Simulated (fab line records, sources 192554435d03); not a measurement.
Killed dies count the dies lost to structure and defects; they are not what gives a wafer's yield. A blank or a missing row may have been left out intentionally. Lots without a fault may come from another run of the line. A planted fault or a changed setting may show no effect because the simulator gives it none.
Matching of chambers ; flow n5 finfet ; 4 sister chambers for N5_MOL_CONTACT_COAG_ALD_20 on ald metal-02
The step deposits TiN, target thk 1.5 nm, pulse time 1 s, purge time 3 s. 4 wafers are shown with their chamber, then 7 later ones without.

WAFERS PAIRED WITH THEIR CHAMBERS
wafer;chamber;heater power w (W)
L107.2;0;867
L108.6;2;885
L113.3;3;891
L113.5;1;752

WAFERS WITH NO CHAMBER GIVEN
wafer;heater power w (W)
L113.6;882
L117.1;872
L117.2;726
L117.6;925
L118.3;895
L118.5;866
L118.6;886

EACH ONE'S CHAMBER
wafer;from the rows above;in truth
L113.6;can't be placed: 2 or 3 or 0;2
L117.1;can't be placed: 0 or 2 or 3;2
L117.2;1;1
L117.6;can't be placed: 3 or 2 or 0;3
L118.3;can't be placed: 3 or 2 or 0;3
L118.5;can't be placed: 0 or 2 or 3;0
L118.6;can't be placed: 2 or 3 or 0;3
1 of 7 placed correctly. From these rows, 6 cannot be placed; in 6 the true chamber is one of the candidates. Number placed wrongly: 0.
How it was worked out, from the rows above alone: a wafer's distance from a chamber is the root of the sum, over the readings, of the square of ((its reading less the chamber's mean) divided by the reading's scatter). If the next closest chamber is less than 2 further off than the closest, the wafer can't be placed; otherwise it belongs to the closest. For every chamber, the mean is computed from those of its wafers that are shown. The scatter: root of mean squared gap, hidden wafer to nearest shown wafer, with one shown wafer a chamber.
